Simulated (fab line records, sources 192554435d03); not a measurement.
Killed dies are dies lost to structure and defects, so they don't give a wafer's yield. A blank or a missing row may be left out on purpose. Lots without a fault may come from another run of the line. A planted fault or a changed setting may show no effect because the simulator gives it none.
Which tool did it? | flow n5_finfet | 8 lots, 24 wafers sampled, at 6 steps of a route of 1938

WHAT THE GAUGES READ, wafer by wafer
N5_BEOL_M4_RC_MEAS_101.
lot  | measured     | on        | CHAIN_V2 (ohm/link)
L881 | day 8 14:43  | prober-02 | 241 238 232
L883 | day 9 10:14  | prober-01 | 219 223 224
L884 | day 9 20:15  | prober-02 | 227 229 217
L891 | day 11 07:36 | prober-02 | 224 432 222
L892 | day 11 12:56 | prober-01 | 212 436 220
L893 | day 12 01:16 | prober-01 | 223 235 223
L894 | day 12 07:37 | prober-01 | 230 432 217
L896 | day 12 13:29 | prober-02 | 222 212 235

WHICH TOOL RAN EACH LOT (tool, then ch and the chambers of the sampled wafers, then the start)
lot  | N5_BEOL_M3_STRIP_36                | N5_BEOL_M3_STRIP_97                           | N5_BEOL_M3_ALD_84                   | N5_BEOL_M3_ANNEAL_87         | N5_BEOL_M3_CMP_52
L881 | rie_diel-06 ch 1,3, day 7 23:32    | rie_diel-06 ch 1,3, day 8 00:16 or earlier    | ald_metal-01 ch 0,1,2, day 8 00:16  | pvd_sputter-03, day 8 02:59  | cmp-04 ch 1,2,3, day 8 04:35
L883 | rie_diel-02 ch 0,2, day 8 20:28    | rie_diel-02 ch 0,2, day 8 21:13 or earlier    | ald_metal-01 ch 1,3, day 8 21:13    | pvd_sputter-03, day 8 22:35  | cmp-04 ch 0,2,3, day 9 00:07
L884 | rie_diel-01 ch 2,3, day 9 05:08    | rie_diel-01 ch 2,3, day 9 06:00 or earlier    | ald_metal-04 ch 1,2, day 9 06:00    | pvd_sputter-01, day 9 07:12  | cmp-02 ch 0,2, day 9 08:45
L891 | rie_diel-06 ch 1,2,3, day 10 19:30 | rie_diel-06 ch 1,2,3, day 10 20:37 or earlier | ald_metal-01 ch 1,2,3, day 10 20:37 | pvd_sputter-02, day 10 21:50 | cmp-04 ch 0,1,2, day 10 23:26
L892 | rie_diel-02 ch 1,2,3, day 10 19:38 | rie_diel-02 ch 1,2,3, day 10 21:00 or earlier | ald_metal-01 ch 1,2,3, day 10 21:00 | pvd_sputter-01, day 10 22:22 | cmp-02 ch 1,3, day 10 23:53
L893 | rie_diel-01 ch 0,2, day 11 08:29   | rie_diel-01 ch 0,2, day 11 09:20 or earlier   | ald_metal-04 ch 0,2, day 11 09:20   | pvd_sputter-03, day 11 11:06 | cmp-02 ch 0,3, day 11 12:37
L894 | rie_diel-02 ch 0,1,3, day 11 13:45 | rie_diel-02 ch 0,1,3, day 11 14:28 or earlier | ald_metal-01 ch 0,1,2, day 11 14:28 | pvd_sputter-03, day 11 16:12 | cmp-03 ch 1,2, day 11 17:58
L896 | rie_diel-02 ch 0,1,2, day 11 22:22 | rie_diel-02 ch 0,1,2, day 11 23:12 or earlier | ald_metal-04 ch 0,1,3, day 11 23:12 | pvd_sputter-02, day 12 00:40 | cmp-04 ch 0,1, day 12 03:04
- N5_BEOL_M3_STRIP_36: strips in N2/H2.
- N5_BEOL_M3_STRIP_97: strips in N2/H2, time 10 s.
- N5_BEOL_M3_ALD_84: deposits TaN, pulse time 2 s, purge time 3 s, co reactant purge time 2 s.
- N5_BEOL_M3_ANNEAL_87: time 240 s.
- N5_BEOL_M3_CMP_52: polishes, stops on SiOC, t overpolish 6.8 s, target thk 40 nm.

THE ANSWER, worked out from the rows above alone
Rule: what is usual is taken from the lots themselves. Put in order of their means at a reading, lots are off if they are a third of the lots or fewer, leave a main group of 4 or more, and stand apart from it by a gap of 3 or more times the standard deviation of the main group's means; of several such gaps the widest counts. A main group whose means are all the same, to the digits that the tables above print for the reading, isn't used. A lot without any number at a reading at which 4 lots or more have one is off too. The other lots that the step has rows for count as sound.
No lot is off at any reading shown: from this, nothing can be told.

WHAT THE SIMULATOR HAD PUT IN
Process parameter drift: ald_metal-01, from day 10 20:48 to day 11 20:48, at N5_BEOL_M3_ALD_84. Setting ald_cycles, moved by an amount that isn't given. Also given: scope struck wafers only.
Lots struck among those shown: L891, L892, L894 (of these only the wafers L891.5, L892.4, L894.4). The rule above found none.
